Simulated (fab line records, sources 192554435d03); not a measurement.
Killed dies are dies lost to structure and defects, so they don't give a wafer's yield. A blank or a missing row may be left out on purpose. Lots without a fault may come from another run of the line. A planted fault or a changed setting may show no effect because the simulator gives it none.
A struck lot beside a sound one | flow n5_finfet | 36 steps out of a route of 1938
Sound: wafers L137.2, L137.4, L137.5. Struck: wafers L130.2, L130.4, L130.5. The cause comes at the end.
At each step with rows: each side's tool, then ch and its chambers, then its first start. Under that, the readings that differ: sound wafers | struck wafers | difference of the means | sigmas: that difference in standard deviations of wafers without a fault.
alike: readings whose means differ by less than 2 such deviations, and words and numbers that are the same on both sides. not compared: withheld readings, readings that some wafer has no value for, bounds like >300 that may hide the same value, and numbers for which the record gives no deviation and whose values overlap.
The two part at a step that has a row with sigmas, a row that says differs or no value, or rows on one side only. Numbers that don't overlap but have no deviation are shown without sigmas and don't part them. A reading that every wafer of one side lacks parts them only if that side has two wafers or more.

first, 9 steps without rows for these wafers: N5_BEOL_M4_ANNEAL_95 (time 240 s); N5_BEOL_M4_SPUTTER_96 (material Cu, target thk 4.5 nm, time 8.29 s); N5_BEOL_M4_ECD_50 (material Cu, target thk 300 nm); N5_BEOL_M4_ANNEAL_51 (time 90 s); N5_BEOL_M4_CMP_52 (polishes, stops on SiOC, t overpolish 6.8 s, target thk 40 nm); N5_BEOL_M4_PRE_CLEAN_60 (time 15 s); N5_BEOL_M4_CO_CAP_55 (material Co, precursor CCTBA/H2, target thk 2 nm, time 102.1 s); N5_BEOL_M4_PRE_CLEAN_56 (time 15 s); N5_BEOL_M4_DEP_57 (deposits SiCN from 3MS/NH3, target thk 8 nm, time 14 s).
N5_BEOL_M4_RC_MEAS_101:
  sound on prober-02 ch 0, day 12 05:01; struck on prober-01 ch 0, day 10 01:50
  alike: DIBL_N, DIBL_P, IOFF_N, IOFF_P, ION_N, ION_P, SS_N, SS_P, VT_N, VT_P
then, 24 steps without rows for these wafers: N5_BEOL_M5_ILD_DEP_00 (deposits SiCOH lowk from DEMS/porogen, target thk 140.64 nm, time 25.9 s); N5_BEOL_M5_CURE_79 (cures SiCOH lowk, time 240 s); N5_BEOL_M5_PECVD_70 (deposits SiO2 from TEOS/O2, target thk 16 nm, time 18 s); N5_BEOL_M5_HM_DEP_02 (deposits TiN, target thk 20 nm); N5_BEOL_M5_COAT_59 (time 60 s, resist thk 60 nm); N5_BEOL_M5_COAT_60 (time 60 s, resist thk 12 nm); N5_BEOL_M5_COAT_71 (time 60 s, resist thk 5 nm); N5_BEOL_M5_COAT_05 (resist thk 30 nm); N5_BEOL_M5_EBR_07; N5_BEOL_M5_SOFTBAKE_06 (time 60 s); N5_BEOL_M5_EXPOSE_08 (exposes mask M5, target cd 28 nm); N5_BEOL_M5_PEB_09 (peb time 60 s); N5_BEOL_M5_DEVELOP_10 (develop time 30 s); N5_BEOL_M5_DESCUM_16 (chemistry O2, time 7 s); N5_BEOL_M5_ETCH_72 (etches underlayer in N2/H2, target depth 6.5 nm, time 5.2 s); N5_BEOL_M5_ETCH_61 (etches SiARC in CF4, target depth 15.6 nm, time 26 s); N5_BEOL_M5_ETCH_62 (etches SOC in N2/H2, target depth 75 nm, overetch 15 nm, time 112.5 s); N5_BEOL_M5_STRIP_63 (strips in N2/H2); N5_BEOL_M5_STRIP_73 (strips in N2/H2); N5_BEOL_M5_STRIP_64 (strips in CF4); N5_BEOL_M5_HM_OPEN_17 (chemistry Cl2/BCl3, target TiN, target depth 20 nm, overetch 6 nm); N5_BEOL_M5_STRIP_19 (strips in O2); N5_BEOL_M5_COAT_65 (time 60 s, resist thk 60 nm); N5_BEOL_M5_COAT_66 (time 60 s, resist thk 12 nm).
-- the record jumps here: 4 days lie between the struck wafers' starts before and after (it left off in module BEOL_M5 and takes up again in module BEOL_M14, whose first step shown is number 1770 of the route) --
N5_BEOL_M14_DEP_53: deposits SiCN from 3MS/NH3, target thk 50 nm, time 17.8 s.
  sound on pecvd-02 ch 1,2, day 16 07:13; struck on pecvd-01 ch 0,1,2, day 13 21:10
  no value came back on the struck wafers for chamber_pressure_Torr (Torr), rf_fwd_power_W (W), showerhead_plenum_p_Torr (Torr), throttle_valve_pct (%); on the sound wafers chamber_pressure_Torr (Torr) reads 3.005 3.011 2.990
N5_PASSIVATION_PROBE_49:
  sound on prober-02, day 17 05:01; struck on prober-02, day 14 18:52
  reading                  | sound          | struck         | difference | sigmas
  defect_limited_yield (%) | 91.4 91.4 88.0 | 0 0 0          | -90        | -60
  killed_at_M4_up          | 14 19 30       | 1090 1088 1070 | +1062      | +99 or more
  killed_dies              | 101 101 142    | 1180 1180 1180 | +1065      | +59
  killed_on_rim            | 15 13 20       | 152 152 152    | +136       | +35
  sort_bin_5_function (%)  | 4.7 5.4 7.7    | 96.4 95.8 95.9 | +90.1      | +90
  sort_n_pass              | 1079 1079 1038 | 0 0 0          | -1065      | -59
  sort_yield_pct (%)       | 91.4 91.4 88.0 | 0 0 0          | -90        | -60
  alike: killed_at_M0_to_M3, killed_at_contacts, killed_at_front_end, killed_at_other, killed_open, killed_short, sort_bin_6_memory

WHERE THEY PART
First at N5_BEOL_M14_DEP_53; last, within this record, at N5_PASSIVATION_PROBE_49.

WHY: what the simulator had put in
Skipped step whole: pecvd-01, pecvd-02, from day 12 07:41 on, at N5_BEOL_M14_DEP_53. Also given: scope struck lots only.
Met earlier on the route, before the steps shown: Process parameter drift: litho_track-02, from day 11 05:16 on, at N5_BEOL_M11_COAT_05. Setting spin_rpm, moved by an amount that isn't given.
